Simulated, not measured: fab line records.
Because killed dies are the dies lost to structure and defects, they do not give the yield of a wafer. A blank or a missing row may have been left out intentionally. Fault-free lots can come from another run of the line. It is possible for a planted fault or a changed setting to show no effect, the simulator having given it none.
Chamber matching ; flow nand harc ; cmp-03 running NHARC_A_STAIRCASE_CMP_152: 4 sister chambers
The step polishes. 8 wafers are shown with their chamber, then 12 later ones without.

== WAFERS WITH THEIR CHAMBER ==
wafer;chamber;motor current A (A)
L074.5;2;9.2
L084.4;3;12.8
L084.6;2;9.3
L085.5;1;12.1
L085.6;0;15.0
L087.1;0;15.2
L087.4;3;13.0
L087.6;1;12.2

== WAFERS WITHOUT THEIR CHAMBER ==
wafer;motor current A (A)
L089.2;12.5
L089.5;14.9
L089.6;11.9
L092.1;9.1
L092.4;14.9
L092.5;14.5
L097.2;15.9
L097.3;9.2
L097.4;13.9
L096.2;12.6
L096.3;9.5
L096.6;12.3

== WHICH CHAMBER EACH WENT THROUGH ==
wafer;from the rows above;in truth
L089.2;can't be placed: 1 or 3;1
L089.5;0;0
L089.6;1;1
L092.1;2;2
L092.4;0;0
L092.5;0;0
L097.2;0;0
L097.3;2;2
L097.4;can't be placed: 3 or 0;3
L096.2;can't be placed: 3 or 1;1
L096.3;2;2
L096.6;1;1
9 of 12 placed correctly. Cannot be placed on the basis of these rows: 3; the candidates contain the true chamber in 3. Number placed wrongly: 0.
How it was worked out, from the rows above alone: a wafer's distance from a chamber is the root of the sum, over the readings, of the square of ((its reading less the chamber's mean) divided by the reading's scatter). The wafer belongs to the nearest chamber; if the next one is less than 2 further off, it can't be placed. The mean given for a chamber averages the wafers shown for that chamber. The scatter: the root of (the sum of the squares of (reading less its chamber's mean) over the shown wafers, divided by (wafers less chambers)).
